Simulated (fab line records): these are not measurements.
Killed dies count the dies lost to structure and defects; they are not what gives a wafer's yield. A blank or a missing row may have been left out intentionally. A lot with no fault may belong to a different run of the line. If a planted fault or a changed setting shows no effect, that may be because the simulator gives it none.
Comparing a struck lot with a sound one / flow n5_finfet / 19 steps out of a route of 1938
Sound: these wafers, L540.1, L540.3, L540.4. Wafers L552.2, L552.3, L552.6 were the ones struck. At the end, the cause is stated.
For every step that has rows: the tool of each side, followed by ch and its chambers, followed by its first start. Under that, the readings that differ: sound wafers / struck wafers / difference of the means / sigmas: that difference in standard deviations of wafers without a fault.
alike: a reading whose means differ by less than 2 such deviations, as well as words and numbers matching on both sides. not compared: withheld readings; readings where some wafer has no value; bounds like >300 that might hide an equal value; numbers whose values overlap and for which the record gives no deviation.
The two part at a step that has a row with sigmas, a row that says differs or no value, or rows on one side only. Non-overlapping numbers with no deviation appear without sigmas and do not part them. A reading that every wafer of one side lacks parts them only if that side has two wafers or more.

first, 9 steps without rows for these wafers: N5_BEOL_M14_DESCUM_15 (chemistry O2, time 7.9 s); N5_BEOL_M14_ETCH_59 (etches BARC in N2/H2, target depth 89 nm, overetch 26.7 nm, time 67.9 s); N5_BEOL_M14_VIA_ETCH_16 (etches SiO2 in C4F8/O2/Ar, target depth 1231.3 nm); N5_BEOL_M14_STRIP_63 (strips in O2); N5_BEOL_M14_STRIP_64 (strips in O2); N5_BEOL_M14_STRIP_71 (strips in post etch residue remover, time 60 s); N5_BEOL_M14_SRD_72 (time 30 s, dry time 30 s); N5_BEOL_M14_COAT_65 (time 60 s, resist thk 450 nm); N5_BEOL_M14_COAT_66 (time 60 s, resist thk 110 nm).
N5_BEOL_M14_COAT_22: resist thk 300 nm.
  sound on litho_track-02 ch 0, day 15 02:16; struck on litho_track-01 ch 0, day 19 07:25
reading=spin_speed_rpm (rpm); sound=2885.6 2884.7 2886.7; struck=2708.8 2709.0 2703.2; difference=-178.7; sigmas=-78
reading=model.coat_of_BEOL_M14_COAT_22.thk_nm (nm); sound=300.2 299.6 300; struck=310.6 310.4 311; difference=+10.7; sigmas=
then, 7 steps without rows for these wafers: N5_BEOL_M14_EBR_24; N5_BEOL_M14_SOFTBAKE_23 (time 60 s); N5_BEOL_M14_EXPOSE_25 (exposes mask M14, target cd 280 nm); N5_BEOL_M14_PEB_26 (peb time 90 s); N5_BEOL_M14_DEVELOP_27 (develop time 45 s); N5_BEOL_M14_HARDBAKE_32 (time 120 s); N5_BEOL_M14_DESCUM_33 (chemistry O2, time 7.9 s).
N5_BEOL_M14_ETCH_67: etches SiARC in CF4, target depth 143 nm, time 238.3 s.
  sound on rie_diel-03 ch 0,1,2, day 15 02:50; struck on rie_diel-06 ch 2,3, day 19 08:08
reading=model.coat_of_BEOL_M14_COAT_22.thk_nm (nm); sound=211.4 210.8 211; struck=221.8 221.6 222; difference=+10.7; sigmas=
  alike: drypump_motor_current_A, etch_rf_on_time_s, oes_product_au, rf_vpp_V, showerhead_plenum_p_Torr, throttle_valve_pct
  not compared: rf_hours_counter_h
then, 1 step without rows for these wafers: N5_BEOL_M14_ETCH_68 (etches SOC in N2/H2, time 450 s).

== WHERE THEY PART ==
At N5_BEOL_M14_COAT_22 and nowhere else, as far as this record goes. Later steps at which nothing parts them and some readings are alike: N5_BEOL_M14_ETCH_67.

WHY: whatever the simulator had introduced
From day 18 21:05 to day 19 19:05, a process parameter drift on litho_track-01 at N5_BEOL_M14_COAT_22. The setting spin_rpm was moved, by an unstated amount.
